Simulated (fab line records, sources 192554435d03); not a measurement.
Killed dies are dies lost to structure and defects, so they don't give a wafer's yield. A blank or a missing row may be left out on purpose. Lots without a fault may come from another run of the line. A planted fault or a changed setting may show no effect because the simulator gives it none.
Chamber matching | flow n5_finfet | N5_SD_EPI_P_ETCH_16 on rie_diel-04: 4 sister chambers
The step etches SiO2 in CHF3/O2, target depth 5 nm. 14 wafers are shown with their chamber, then 7 later ones without.

WAFERS WITH THEIR CHAMBER
wafer  | chamber | drypump_motor_current_A (A) | rf_vpp_V (V) | throttle_valve_pct (%)
L076.1 | 3       | 5.0                         | 536          | 18.9
L076.2 | 0       | 5.3                         | 544          | 18.6
L076.6 | 3       | 5.0                         | 535          | 19.0
L080.1 | 3       | 5.0                         | 536          | 18.5
L080.2 | 2       | 4.9                         | 499          | 18.8
L080.6 | 0       | 5.2                         | 545          | 18.6
L087.1 | 2       | 4.9                         | 499          | 18.8
L087.3 | 1       | 6.2                         | 536          | 19.2
L087.5 | 2       | 4.9                         | 499          | 18.8
L089.3 | 0       | 5.3                         | 554          | 18.3
L089.4 | 1       | 6.2                         | 535          | 19.2
L089.6 | 3       | 5.0                         | 534          | 18.5
L090.1 | 1       | 6.1                         | 537          | 19.2
L090.4 | 2       | 4.9                         | 498          | 18.8

SIGNATURES (means of the wafers above)
reading                 | chamber 0 | chamber 1 | chamber 2 | chamber 3 | scatter within a chamber
drypump_motor_current_A | 5.267     | 6.167     | 4.900     | 5.000     | 0.0365
rf_vpp_V                | 547.67    | 536.00    | 498.75    | 535.25    | 2.57
throttle_valve_pct      | 18.500    | 19.200    | 18.800    | 18.725    | 0.164
Rule: a wafer's distance from a chamber is the root of the sum, over the readings, of the square of ((its reading less the chamber's mean) divided by the reading's scatter). The wafer belongs to the nearest chamber; if the next one is less than 2 further off, it can't be placed. The scatter: the root of (the sum of the squares of (reading less its chamber's mean) over the shown wafers, divided by (wafers less chambers)).

WAFERS WITHOUT THEIR CHAMBER
wafer  | drypump_motor_current_A (A) | rf_vpp_V (V) | throttle_valve_pct (%)
L090.6 | 4.9                         | 498          | 18.8
L095.1 | 5.0                         | 534          | 18.5
L095.3 | 5.3                         | 553          | 18.3
L095.4 | 4.9                         | 499          | 18.9
L096.4 | 4.9                         | 498          | 18.9
L096.5 | 5.0                         | 536          | 18.5
L096.6 | 5.2                         | 552          | 18.3

WHICH CHAMBER EACH WENT THROUGH
wafer  | from the rows above | in truth
L090.6 | 2                   | 2
L095.1 | 3                   | 3
L095.3 | 0                   | 0
L095.4 | 2                   | 2
L096.4 | 2                   | 2
L096.5 | 3                   | 3
L096.6 | 0                   | 0
Placed correctly: 7 of 7. Can't be placed from these rows: 0. Placed wrongly: 0.
